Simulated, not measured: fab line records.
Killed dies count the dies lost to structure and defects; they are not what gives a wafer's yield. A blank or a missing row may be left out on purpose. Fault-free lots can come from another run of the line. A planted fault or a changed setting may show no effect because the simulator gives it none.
fab line records	flow n5_finfet
[record] lots = 10	wafers = 30	last_day = 19
route steps=1938 shown BEOL_M15@1821 PASS1_DEP@1831 MIM_TOP_LITHO@1849 MIM_TOP_ETCH@1852 PASSIVATION@1936
lots with no fault: from the same line, run without faults
start_h: hours from the record's opening day to when the first of the lot's shown wafers began	wait_h: hours from the lot's prior step to this one	" as in the row above	L1.1+2: a single row standing in for several wafers	- no value, or no start was given	* or withheld: withheld	< > ~ a bound
route shown NAME@n: a module of which the file shows steps, and the number in the route of the first	usual: mean/standard deviation taken from wafers without a fault	same: alike in all rows	chamber/n: place in a boat	sites: readings site by site	_std_site: how widely they spread, as a standard deviation	_edge_site: inner sites' mean taken away from outer sites' mean	radius_mm: how far each site lies from the wafer's centre	mask NAME#n: copy n	behind: the most recent tool/chamber to have shaped the wafer	hold: what put the lot on hold/how long, in hours/how the hold closed	device: transistor that didn't switch, given as n, p or np	end of line: the route-end tests of the same wafers	a step with no rows: only its recipe	killed: count of dies lost to structure and defects at first sort (not the wafer's yield)	map: a wafer's dies, marking killed ones x, the rest . and places with no die _
set.NAME: setting as actually run; set.NAME@STEP: the setting as run at that earlier step	model.NAME: the simulator's own value behind a step, which no gauge read
a sample of lots followed through the steps of the route, with each step as a table and each wafer as a row
services: the hour from which a tool's chamber was out of use, counted from the record's first day as start_h (under 0 if before that day), plus the number of hours and why
[[steps]]
[step N5_BEOL_M15_SPUTTER_45]
[recipe] material = Cu	target_thk_a = 1000	temp_c = -20	bias_v = 60	power_w = 26000	chamber_pressure_pa = 0.13	time_s = 16.67
[usual] chamber_pressure_pa = 0.12999/0.00025	chuck_sensor_temp_C = -15.8/0.39	throttle_valve_pct = 29.9/1.1
lot.wafer	tool	chamber	start_h	wait_h	chamber_pressure_pa	chuck_sensor_temp_C	throttle_valve_pct
L782.1	pvd_sputter-01	-	292.49	0.0	0.12983	-15.7	30.9
L782.3	"	-	"	"	0.12974	-15.6	30.1
L782.6	"	-	"	"	0.13039	-16.3	29.3
L785.1	pvd_sputter-01	-	324.09	0.0	0.13033	-16.5	29.6
L785.4	"	-	"	"	0.12989	-15.8	30.8
L785.5	"	-	"	"	0.13024	-15.6	31.2
L787.1	pvd_sputter-01	-	336.30	0.0	0.12981	-15.9	27.6
L787.4	"	-	"	"	0.12977	-15.9	30.8
L787.6	"	-	"	"	0.12992	-15.8	30.1
L788.1	pvd_sputter-02	-	349.31	0.0	0.12991	-15.8	29.5
L788.4	"	-	"	"	0.12962	-15.6	29.9
L788.6	"	-	"	"	0.12976	-15.9	29.8
L789.1	pvd_sputter-03	-	361.01	0.0	0.13018	-15.2	30.5
L789.3	"	-	"	"	0.12984	-16.2	29.1
L789.4	"	-	"	"	0.13014	-15.9	28.3
L791.2	pvd_sputter-02	-	365.52	0.0	0.12978	-15.2	31.9
L791.4	"	-	"	"	0.12986	-16.0	29.7
L791.6	"	-	"	"	0.12979	-15.4	29.8
L798.3	pvd_sputter-02	-	402.16	0.0	0.13029	-15.6	29.7
L798.4	"	-	"	"	0.13012	-16.3	29.4
L798.5	"	-	"	"	0.1303	-15.6	29.7
L800.1	pvd_sputter-02	-	422.82	0.0	0.12975	-16.0	29.6
L800.2	"	-	"	"	0.13038	-15.8	30.3
L800.6	"	-	"	"	0.13008	-15.9	29.9
L804.2	pvd_sputter-02	-	443.51	0.0	0.13037	-16.1	29.4
L804.4	"	-	"	"	0.13016	-15.5	29.9
L804.5	"	-	"	"	0.13004	-14.9	32.0
L805.2	pvd_sputter-01	-	445.64	0.0	0.13058	-16.2	30.0
L805.3	"	-	"	"	0.13054	-15.9	27.7
L805.6	"	-	"	"	0.1301	-15.8	30.9
[step N5_BEOL_M15_RS_MEAS_54]
[recipe] thk_meas_gauge = four-point-probe	reads = Cu_of_BEOL_M15_ECD_47+Ta_of_BEOL_M15_SPUTTER_44+TaN_of_BEOL_M15_SPUTTER_43
[usual] M15_RS = 0.0214/0.00033
lot.wafer	tool	chamber	start_h	wait_h	M15_RS[ohm/sq]
L782.1	film_metro-02	-	294.11	0.0	0.0209
L782.3	"	-	"	"	0.0213
L782.6	"	-	"	"	0.0215
L785.1	film_metro-01	-	325.17	0.0	0.0221
L785.4	"	-	"	"	0.0216
L785.5	"	-	"	"	0.0221
L787.1	film_metro-02	-	337.38	0.0	0.0220
L787.4	"	-	"	"	0.0213
L787.6	"	-	"	"	0.0220
L788.1	film_metro-02	-	350.39	0.0	0.0212
L788.4	"	-	"	"	0.0213
L788.6	"	-	"	"	0.0212
L789.1	film_metro-02	-	362.12	0.1	0.0216
L789.3	"	-	"	"	0.0215
L789.4	"	-	"	"	0.0211
L791.2	film_metro-01	-	366.60	0.1	0.0216
L791.4	"	-	"	"	0.0215
L791.6	"	-	"	"	0.0211
L798.3	film_metro-01	-	403.24	0.1	0.0211
L798.4	"	-	"	"	0.0219
L798.5	"	-	"	"	0.0214
L800.1	film_metro-02	-	423.95	0.0	0.0208
L800.2	"	-	"	"	0.0215
L800.6	"	-	"	"	0.0214
L804.2	film_metro-02	-	444.62	0.1	0.0207
L804.4	"	-	"	"	0.0211
L804.5	"	-	"	"	0.0208
L805.2	film_metro-01	-	446.72	0.1	0.0218
L805.3	"	-	"	"	0.0215
L805.6	"	-	"	"	0.0218
[step N5_PASSIVATION_PECVD_00]
[recipe] material = SiO2	target_thk_a = 2000	temp_c = 400	precursor = SiH4/N2O	pressure_torr = 2.7	rf_w = 608	time_s = 11.2
[usual] heater_power_w = 663/97	rf_fwd_power_W = 600.1/2.2	showerhead_plenum_p_Torr = 8.23/0.13	throttle_valve_pct = 51/3.1
lot.wafer	tool	chamber	start_h	wait_h	heater_power_w	rf_fwd_power_W	showerhead_plenum_p_Torr	throttle_valve_pct
L782.1	pecvd-03	1	295.14	0.8	546	600.7	8.07	54
L782.3	"	2	"	"	633	597.9	8.30	47
L782.6	"	0	"	"	732	599.3	8.14	53
L785.1	pecvd-04	0	326.19	0.8	744	604.6	8.27	54
L785.4	"	2	"	"	924	600.1	8.28	50
L785.5	"	0	"	"	584	605.2	8.26	53
L787.1	pecvd-04	1	338.39	0.8	634	600.8	8.00	49
L787.4	"	2	"	"	854	597.9	8.29	50
L787.6	"	1	"	"	632	597.4	8.00	49
L788.1	pecvd-04	2	351.41	0.8	748	599.9	8.29	50
L788.4	"	0	"	"	637	605.2	8.27	54
L788.6	"	2	"	"	808	598.6	8.31	50
L789.1	pecvd-01	1	363.14	0.8	503	603.3	8.49	57
L789.3	"	0	"	"	652	600.7	8.20	50
L789.4	"	2	"	"	736	599.9	8.28	47
L791.2	pecvd-04	2	367.62	0.7	889	601.3	8.31	50
L791.4	"	0	"	"	692	601.6	8.25	54
L791.6	"	1	"	"	666	597.9	8.01	49
L798.3	pecvd-01	2	404.26	0.5	731	600.7	8.29	47
L798.4	"	1	"	"	546	601.6	8.48	57
L798.5	"	2	"	"	715	602.1	8.29	48
L800.1	pecvd-01	1	424.97	0.8	541	600.3	8.48	57
L800.2	"	0	"	"	613	603.9	8.22	50
L800.6	"	2	"	"	729	600.0	8.27	47
L804.2	pecvd-03	1	445.63	0.7	572	598.0	8.08	54
L804.4	"	0	"	"	669	601.6	8.14	53
L804.5	"	2	"	"	665	596.2	8.27	48
L805.2	pecvd-04	2	447.74	0.7	907	601.4	8.30	50
L805.3	"	0	"	"	698	601.4	8.27	53
L805.6	"	1	"	"	664	598.2	7.98	49
[step N5_MIM_TOP_LITHO_INSPECT_12]
[recipe] mode = adi	inspect_instrument = macro
[usual] raw_defect_count = 2.2/1.6
lot.wafer	tool	chamber	start_h	wait_h	raw_defect_count
L782.1	defect_inspect-01	-	297.06	0.0	8
L782.3	"	-	"	"	0
L782.6	"	-	"	"	1
L785.1	defect_inspect-02	-	328.15	0.0	0
L785.4	"	-	"	"	2
L785.5	"	-	"	"	2
L787.1	defect_inspect-02	-	343.27	0.0	2
L787.4	"	-	"	"	3
L787.6	"	-	"	"	3
L788.1	defect_inspect-01	-	353.11	0.0	>300
L788.4	"	-	"	"	>300
L788.6	"	-	"	"	>300
L789.1	defect_inspect-02	-	365.92	0.0	3
L789.3	"	-	"	"	3
L789.4	"	-	"	"	2
L791.2	defect_inspect-01	-	371.22	0.0	>300
L791.4	"	-	"	"	>300
L791.6	"	-	"	"	>300
L798.3	defect_inspect-02	-	408.47	0.0	3
L798.4	"	-	"	"	2
L798.5	"	-	"	"	0
L800.1	defect_inspect-02	-	430.24	0.0	1
L800.2	"	-	"	"	1
L800.6	"	-	"	"	4
L804.2	defect_inspect-01	-	449.82	0.0	3
L804.4	"	-	"	"	5
L804.5	"	-	"	"	4
L805.2	defect_inspect-02	-	449.94	0.0	5
L805.3	"	-	"	"	2
L805.6	"	-	"	"	3
[step N5_MIM_TOP_ETCH_STRIP_01]
[recipe] chemistry = O2	power_w = 600	temp_c = 60	pressure_mtorr = 30	rf_frequency_hz = 6e+07	bias_power_w = 0	overash_fraction = 0.5	o2_flow_sccm = 225
[usual] drypump_motor_current_A = 5.7/0.48	o2_flow_sccm = 225.1/0.69	oes_product_au = 0.81/0.09	rf_vpp_V = 3.7/1.2	showerhead_plenum_p_Torr = 2.08/0.086	temp_c = 60.00/0.11	throttle_valve_pct = 16.7/0.35
lot.wafer	tool	chamber	start_h	wait_h	drypump_motor_current_A	o2_flow_sccm	oes_product_au	rf_hours_counter_h	rf_vpp_V	showerhead_plenum_p_Torr	temp_c	throttle_valve_pct
L782.1	rie_diel-02	2	297.44	0.1	5.2	225.2	0.75	155	5.1	2.01	59.99	16.8
L782.3	"	3	"	"	5.2	224.3	0.85	76	4.2	2.11	60.01	16.9
L782.6	"	0	"	"	6.2	224.6	0.91	-	3.4	2.13	59.76	16.0
L785.1	rie_diel-06	3	328.41	0.1	6.0	226.6	0.68	242	4.9	1.97	59.82	17.0
L785.4	"	0	"	"	5.2	224.8	0.71	172	3.0	1.92	59.95	17.0
L785.5	"	0	"	"	5.2	224.9	0.72	-	3.4	1.92	59.95	17.0
L787.1	rie_diel-06	0	343.53	0.1	5.3	224.1	0.70	178	1.9	1.91	59.96	17.0
L787.4	"	0	"	"	5.3	224.2	0.72	-	3.1	1.91	59.98	17.0
L787.6	"	1	"	"	6.5	225.4	0.72	-	2.8	2.07	60.18	17.1
L788.1	rie_diel-05	2	353.51	0.2	6.0	226.0	0.71	195	5.7	2.16	60.06	17.1
L788.4	"	0	"	"	5.7	225.4	0.86	50	5.9	2.04	60.10	16.6
L788.6	"	3	"	"	5.1	225.6	0.97	-	6.2	2.07	59.94	16.2
L789.1	rie_diel-02	2	366.31	0.2	5.3	225.6	0.75	176	3.9	2.01	59.92	16.8
L789.3	"	1	"	"	6.6	224.3	0.80	83	2.5	2.21	60.18	16.5
L789.4	"	3	"	"	5.2	224.3	0.82	96	3.2	2.10	59.98	16.9
L791.2	rie_diel-06	0	371.51	0.1	5.2	225.2	0.70	189	3.5	1.91	60.04	17.0
L791.4	"	2	"	"	6.1	225.3	0.81	73	4.3	2.12	59.95	16.8
L791.6	"	2	"	"	6.1	225.2	0.83	-	5.5	2.12	60.08	16.9
L798.3	rie_diel-02	0	408.88	0.2	6.2	224.5	0.85	52	3.2	2.11	60.09	16.0
L798.4	"	3	"	"	5.2	224.8	0.80	108	2.5	2.10	60.14	17.0
L798.5	"	3	"	"	5.2	225.8	0.81	-	2.9	2.09	60.07	16.9
L800.1	rie_diel-05	3	430.50	0.1	5.2	226.1	0.92	27	3.8	2.07	59.76	16.2
L800.2	"	0	"	"	5.8	225.6	0.85	74	4.2	2.03	60.03	16.6
L800.6	"	2	"	"	6.0	224.6	0.71	-	3.6	2.15	59.96	17.1
L804.2	rie_diel-06	3	450.24	0.1	6.0	226.5	0.91	27	2.9	2.22	59.93	16.6
L804.4	"	2	"	"	6.1	226.3	0.82	-	5.2	2.11	60.09	16.9
L804.5	"	3	"	"	6.0	226.2	0.90	-	2.7	2.22	60.05	16.7
L805.2	rie_diel-06	3	450.32	0.1	6.0	224.6	0.90	27	2.7	2.22	60.07	16.7
L805.3	"	0	"	"	5.3	224.5	0.69	216	3.3	1.90	60.22	17.1
L805.6	"	0	"	"	5.3	224.4	0.68	-	3.8	1.90	60.16	17.1
[step N5_PASSIVATION_PROBE_49]
[usual] defect_limited_yield = 91.5/1.4	killed_at_M0_to_M3 = 34/11	killed_at_M4_up = 15/6	killed_at_contacts = 11/5.9	killed_at_front_end = 37/11	killed_at_other = 3.6/2.9	killed_dies = 101/17	killed_open = 66/12	killed_short = 33/7.8	sort_bin_5_function = 5.0/0.97	sort_bin_6_memory = 3.2/0.65	sort_bin_8_speed = 0.02/0.2	sort_n_pass = 1079/17	sort_yield_pct = 91.4/1.4
[same] gross_dies = 1180	killed_at_back_side = 0	sort_bin_4_leakage[%] = 0
lot.wafer	tool	chamber	start_h	wait_h	defect_limited_yield[%]	killed_at_M0_to_M3	killed_at_M4_up	killed_at_contacts	killed_at_front_end	killed_at_other	killed_dies	killed_open	killed_short	sort_bin_5_function[%]	sort_bin_6_memory[%]	sort_bin_8_speed[%]	sort_n_pass	sort_yield_pct[%]
L788.1	prober-01	-	363.66	0.5	83.1	29	22	5	24	120	200	58	23	9.8	3.8	0	980	83.1
L788.4	prober-01	-	363.81	0.6	79.0	36	44	9	19	140	248	78	33	14.0	3.7	0	932	79.0
L788.6	prober-01	-	363.91	0.7	79.9	39	29	6	30	133	237	69	41	12.9	4.7	0	943	79.9
L791.2	prober-01	-	381.43	0.1	80.3	29	9	15	56	123	232	84	26	13.6	3.4	0	948	80.3
L791.4	prober-01	-	381.53	0.2	81.3	13	13	21	36	138	221	60	23	12.9	3.6	0	959	81.3
L791.6	prober-01	-	381.63	0.3	81.8	46	13	12	44	100	215	78	34	11.6	3.9	0	965	81.8
// killed by level:class
L788.1 PASS1_DEP:unspecified=119 BEOL_M4:geometric_particle:open=12 BEOL_M3:geometric_particle:open=8 FIN_SAQP:geometric_particle:open=5 MOL_CONTACT_COAG:geometric_particle:open=5 BEOL_M0_SAQP:geometric_particle:short=5 BEOL_M2:geometric_particle:open=4 BEOL_M0:geometric_particle:open=4
L788.4 PASS1_DEP:unspecified=136 BEOL_M4:geometric_particle:open=22 BEOL_M0_SAQP:geometric_particle:open=12 MOL_CONTACT_COAG:geometric_particle:open=9 BEOL_M5:geometric_particle:open=9 BEOL_M0_SAQP:geometric_particle:short=8 BEOL_M4:geometric_particle:short=6 STI_FIN_REVEAL:geometric_particle:open=5
L788.6 PASS1_DEP:unspecified=126 BEOL_M4:geometric_particle:open=16 BEOL_M0_SAQP:geometric_particle:short=13 BEOL_M0_SAQP:geometric_particle:open=11 FIN_SAQP:geometric_particle:open=10 BEOL_M3:geometric_particle:open=6 STARTING-WAFER:geometric_particle:short=6 PASS1_CAP:geometric_particle:short=6
L791.2 PASS1_DEP:unspecified=121 FIN_SAQP:geometric_particle:open=26 MOL_CONTACT_COAG:geometric_particle:open=13 BEOL_M3:geometric_particle:open=8 STI_FIN_REVEAL:geometric_particle:open=7 FIN_SAQP:geometric_particle:short=6 BEOL_M0_SAQP:geometric_particle:short=6 BEOL_M2:geometric_particle:open=5
L791.4 PASS1_DEP:unspecified=137 MOL_CONTACT_COAG:geometric_particle:open=19 STI_FIN_REVEAL:geometric_particle:open=12 FIN_SAQP:geometric_particle:open=8 FIN_SAQP:geometric_particle:short=5 BEOL_M0_SAQP:geometric_particle:short=4 BEOL_M4:geometric_particle:open=4 BEOL_M4:geometric_particle:short=4
L791.6 PASS1_DEP:unspecified=100 FIN_SAQP:geometric_particle:open=11 BEOL_M0_SAQP:geometric_particle:open=11 FIN_SAQP:geometric_particle:short=10 BEOL_M3:geometric_particle:open=9 MOL_CONTACT_COAG:geometric_particle:open=9 BEOL_M0_SAQP:geometric_particle:short=8 BEOL_M1:geometric_particle:open=8
[[services]]
tool	chamber	start_h	hours	kind
pecvd-01	-	284.69	6.0	pm
pecvd-04	2	294.97	5.5	scheduled_down
pecvd-03	-	296.50	5.5	pm
rie_diel-06	-	299.45	1.1	repair
rie_diel-05	2	308.01	10.4	repair
pecvd-01	2	314.69	2.1	scheduled_down
pecvd-01	2	333.84	5.5	scheduled_down
pecvd-03	-	346.72	1.8	repair
rie_diel-02	0	347.03	9.0	repair
rie_diel-06	3	352.48	-	clean
rie_diel-06	3	352.48	-	consumable_replace:focus_ring
rie_diel-06	3	352.48	-	consumable_replace:showerhead
rie_diel-06	3	352.48	16.5	scheduled_down
rie_diel-06	3	352.48	16.5	vent_cycle
rie_diel-06	1	354.73	9.2	repair
pecvd-01	1	374.02	4.6	repair
pecvd-01	-	379.46	1.3	repair
pvd_sputter-02	-	382.94	2.5	repair
pecvd-01	-	426.48	2.4	repair
rie_diel-06	1	426.85	-	clean
rie_diel-06	1	426.85	-	consumable_replace:focus_ring
rie_diel-06	1	426.85	32.6	scheduled_down
rie_diel-06	1	426.85	32.6	vent_cycle
pecvd-03	1	442.64	2.1	repair
[[key]]
[first_sign] step = N5_MIM_TOP_LITHO_INSPECT_12	reading = raw_defect_count	direction = up	sigmas = 99+	usual = 2.2	struck = >300
[effect] step = N5_PASSIVATION_PROBE_49	reading = killed_at_other	direction = up	sigmas = 43	usual = 3.6	struck = 125.7
[more_kills_born_at] N5_PASSIVATION_PECVD_00@pecvd-04 = 739
met_at N5_PASSIVATION_PECVD_00
struck_lots L788,L791
not_acting_at N5_BEOL_M15_SPUTTER_45,N5_BEOL_M15_RS_MEAS_54,N5_MIM_TOP_ETCH_STRIP_01
onset_between 338.39 351.41
[fault] kind = chamber_particle_source	tool = pecvd-04	chamber = -	onset_h = 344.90	steps = N5_PASSIVATION_PECVD_00	rate_per_visit_cm2 = 1.1146	end_h = 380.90
